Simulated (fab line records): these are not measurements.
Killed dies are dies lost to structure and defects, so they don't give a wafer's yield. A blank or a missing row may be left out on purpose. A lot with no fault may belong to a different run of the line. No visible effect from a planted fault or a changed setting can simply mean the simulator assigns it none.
Struck lot and sound lot, side by side | flow n5-finfet | 14 steps out of a route of 1938
Sound: wafers L956.2, L956.3, L956.6. Wafers L965.1, L965.3, L965.6 were the ones struck. The cause comes at the end.
At each step with rows: each side's tool, then ch and its chambers, then its first start. Under that, the readings that differ: sound wafers | struck wafers | difference of the means | sigmas: that difference in standard deviations of wafers without a fault.
alike: a reading whose means differ by less than 2 such deviations, as well as words and numbers matching on both sides. not compared: withheld readings; readings where some wafer has no value; bounds like >300 that might hide an equal value; numbers whose values overlap and for which the record gives no deviation.
The two part at a step that has a row with sigmas, a row that says differs or no value, or rows on one side only. Numbers that have no deviation but don't overlap get no sigmas and don't part them. Lack of a reading on every wafer of one side parts them only where that side has two or more wafers.

N5_BEOL_M0_SAQP_ETCH_73: etches SiARC in CF4, target depth 19.5 nm, time 32.5 s.
  sound on rie-diel-02 ch 0,2, day 7 20:51; struck on rie-diel-01 ch 1,2,3, day 10 07:10
  alike: chamber-pressure-mTorr, drypump-motor-current-A, etch-rf-on-time-s, oes-product-au, rf-vpp-V, showerhead-plenum-p-Torr, throttle-valve-pct
  not compared: rf-hours-counter-h
N5_BEOL_M0_SAQP_CUT_ETCH_46: etches SOC in N2/H2, target depth 135 nm, overetch 27 nm, time 202.5 s.
  sound on rie-diel-02 ch 0,2, day 7 20:53; struck on rie-diel-01 ch 1,2,3, day 10 07:12
  alike: chamber-pressure-mTorr, drypump-motor-current-A, rf-vpp-V, showerhead-plenum-p-Torr, throttle-valve-pct
  not compared: rf-hours-counter-h
then, 2 steps without rows for these wafers: N5_BEOL_M0_SAQP_STRIP_74 (strips in N2/H2); N5_BEOL_M0_SAQP_STRIP_89 (strips in N2/H2).
N5_BEOL_M0_SAQP_ALD_48: deposits SiO2, target thk 20 nm, pulse time 1 s, co reactant pulse time 1 s.
  sound on ald-sin-03 ch 1,3, day 7 21:05; struck on ald-sin-04 ch 0,1, day 10 07:25
  alike: heater-power-w, precursor-pulse-height-rel
N5_BEOL_M0_SAQP_ETCH_49: etches SiO2 in CF4/O2, target depth 37 nm.
  sound on rie-diel-01 ch 0,3, day 7 21:37; struck on rie-diel-01 ch 1,2, day 10 07:56
  alike: chamber-pressure-mTorr, drypump-motor-current-A, oes_ar_750_au, oes-product-au, rf-vpp-V, showerhead-plenum-p-Torr, throttle-valve-pct
  not compared: rf-hours-counter-h
N5_BEOL_M0_SAQP_STRIP_75: strips in CF4.
  sound on rie-diel-01 ch 0,3, day 7 21:43; struck on rie-diel-01 ch 1,2, day 10 08:02
  alike: chamber-pressure-mTorr, drypump-motor-current-A, oes-product-au, rf-vpp-V, showerhead-plenum-p-Torr, throttle-valve-pct
  not compared: rf-hours-counter-h
then, 5 steps without rows for these wafers: N5_BEOL_M0_CUTY_COAT_50 (time 60 s, resist thk 15 nm); N5_BEOL_M0_CUTY_COAT_51 (resist thk 150 nm); N5_BEOL_M0_CUTY_EBR_52; N5_BEOL_M0_CUTY_SOFTBAKE_53 (time 60 s); N5_BEOL_M0_CUTY_EXPOSE_54 (exposes mask M0 ABLK).
N5_BEOL_M0_CUTY_PEB_55: peb time 60 s.
  struck on litho-track-04, day 10 08:22; sound on litho-track-04 ch 0, day 7 22:02
  no value came back on the struck wafers for chill-plate-temp-C (C), exhaust-pa (Pa); on the sound wafers chill-plate-temp-C (C) reads 22.98 23.12 22.93
then, 1 step without rows for these wafers: N5_BEOL_M0_CUTY_DEVELOP_56 (develop time 30 s).

== WHERE THEY PART ==
Only at N5_BEOL_M0_CUTY_PEB_55, within this record.

WHY: whatever the simulator had introduced
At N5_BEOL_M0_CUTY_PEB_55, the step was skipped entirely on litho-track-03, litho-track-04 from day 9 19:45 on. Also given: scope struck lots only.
